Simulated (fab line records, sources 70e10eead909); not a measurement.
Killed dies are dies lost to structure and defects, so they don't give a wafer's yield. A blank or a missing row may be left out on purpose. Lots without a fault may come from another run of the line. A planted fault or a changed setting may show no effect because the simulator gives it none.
Which tool did it? | flow nand_harc | 12 lots, 36 wafers sampled, at 3 steps of a route of 1302

WHAT THE GAUGES READ, wafer by wafer
NHARC_A_WL_FILL_INSPECT_15.
lot  | measured     | on                | raw_defect_count
L075 | day 21 17:53 | defect_inspect-01 | 498 530 601
L076 | day 22 10:03 | defect_inspect-01 | 543 521 479
L079 | day 22 18:46 | defect_inspect-01 | 781 630 524
L081 | day 24 17:47 | defect_inspect-02 | 442 438 431
L083 | day 24 20:57 | defect_inspect-02 | 293 333 359
L087 | day 25 17:53 | defect_inspect-01 | 853 509 622
L085 | day 26 00:06 | defect_inspect-01 | 426 422 474
L088 | day 27 07:50 | defect_inspect-01 | 325 364 310
L090 | day 28 02:55 | defect_inspect-01 | 509 485 708
L093 | day 28 20:12 | defect_inspect-02 | 429 405 531
L094 | day 29 13:23 | defect_inspect-01 | 735 853 1102
L097 | day 30 04:53 | defect_inspect-01 | 507 572 510

WHICH TOOL RAN EACH LOT (tool, then ch and the chambers of the sampled wafers, then the start)
lot  | NHARC_A_WL_FILL_ALD_00           | NHARC_A_WL_FILL_STRIP_29
L075 | ald_hk-02 ch 1,2,3, day 21 00:09 | rie_diel-13 ch 1,2,3, day 21 11:25
L076 | ald_hk-04 ch 1,2,3, day 21 12:43 | rie_diel-13 ch 0,3, day 22 03:38
L079 | ald_hk-04 ch 0,1,3, day 21 23:59 | rie_diel-04 ch 0,1,3, day 22 12:23
L081 | ald_hk-04 ch 0,2,3, day 23 20:32 | rie_diel-12 ch 1,3, day 24 11:28
L083 | ald_hk-04 ch 1,3, day 24 01:11   | rie_diel-04 ch 0,1,3, day 24 14:27
L087 | ald_hk-01 ch 0,1,3, day 25 00:11 | rie_diel-04 ch 0,1,2, day 25 11:31
L085 | ald_hk-04 ch 0,3, day 25 06:00   | rie_diel-12 ch 0,1,2, day 25 17:40
L088 | ald_hk-04 ch 0,3, day 26 10:53   | rie_diel-04 ch 0,2, day 27 01:17
L090 | ald_hk-04 ch 1,2, day 27 05:58   | rie_diel-04 ch 0,2,3, day 27 20:26
L093 | ald_hk-01 ch 1,2,3, day 28 01:34 | rie_diel-04 ch 0,1,3, day 28 13:44
L094 | ald_hk-01 ch 0,1,2, day 28 17:24 | rie_diel-13 ch 1,2, day 29 08:08
L097 | ald_hk-02 ch 0,2,3, day 29 10:40 | rie_diel-04 ch 0,3, day 29 22:26
- NHARC_A_WL_FILL_ALD_00: deposits Al2O3, target thk 3 nm, pulse time 3 s, ald cycles 30.
- NHARC_A_WL_FILL_STRIP_29: strips in O2, time 20 s.

THE ANSWER, worked out from the rows above alone
Rule: what is usual is taken from the lots themselves. Put in order of their means at a reading, lots are off if they are a third of the lots or fewer, leave a main group of 4 or more, and stand apart from it by a gap of 3 or more times the standard deviation of the main group's means; of several such gaps the widest counts. A main group whose means are all the same, to the digits that the tables above print for the reading, isn't used. A lot without any number at a reading at which 4 lots or more have one is off too. The other lots that the step has rows for count as sound.
No lot is off at any reading shown: from this, nothing can be told.

WHAT THE SIMULATOR HAD PUT IN
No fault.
